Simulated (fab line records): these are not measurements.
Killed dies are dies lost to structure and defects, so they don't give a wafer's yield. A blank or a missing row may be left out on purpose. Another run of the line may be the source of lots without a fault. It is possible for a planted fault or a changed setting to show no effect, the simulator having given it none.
Chamber matching ; flow n5_finfet ; N5_BEOL_M6_CMP_52 on cmp-03: 4 sister chambers
The step polishes, stops on SiCOH lowk, t overpolish 6.9 s, target thk 80 nm. 4 wafers are shown with their chamber, then 8 later ones without.

== WAFERS PAIRED WITH THEIR CHAMBERS ==
wafer;chamber;motor_current_A (A)
L084.1;0;6.1
L084.2;2;6.4
L084.6;1;6.6
L088.2;3;6.5

== WAFERS WITH NO CHAMBER GIVEN ==
wafer;motor_current_A (A)
L088.5;6.6
L088.6;6.2
L087.1;6.8
L087.2;6.4
L087.3;6.3
L091.1;5.7
L091.2;6.3
L091.3;6.8

== EACH ONE'S CHAMBER ==
wafer;from the rows above;in truth
L088.5;can't be placed: 1 or 3 or 2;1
L088.6;can't be placed: 0 or 2 or 3 or 1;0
L087.1;can't be placed: 1 or 3 or 2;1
L087.2;can't be placed: 2 or 3 or 1 or 0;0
L087.3;can't be placed: 2 or 0 or 3 or 1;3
L091.1;can't be placed: 0 or 2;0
L091.2;can't be placed: 2 or 0 or 3 or 1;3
L091.3;can't be placed: 1 or 3 or 2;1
0 of 8 placed correctly. Not placeable from these rows: 8 (in 8, the candidates include the true chamber). Number placed wrongly: 0.
How it was worked out, from the rows above alone: a wafer's distance from a chamber is the root of the sum, over the readings, of the square of ((its reading less the chamber's mean) divided by the reading's scatter). The wafer belongs to the nearest chamber; if the next one is less than 2 further off, it can't be placed. A chamber's mean is the mean of its shown wafers. The scatter (one wafer shown for each chamber): square how far every hidden wafer sits from the nearest shown wafer, average those squares and take the square root.
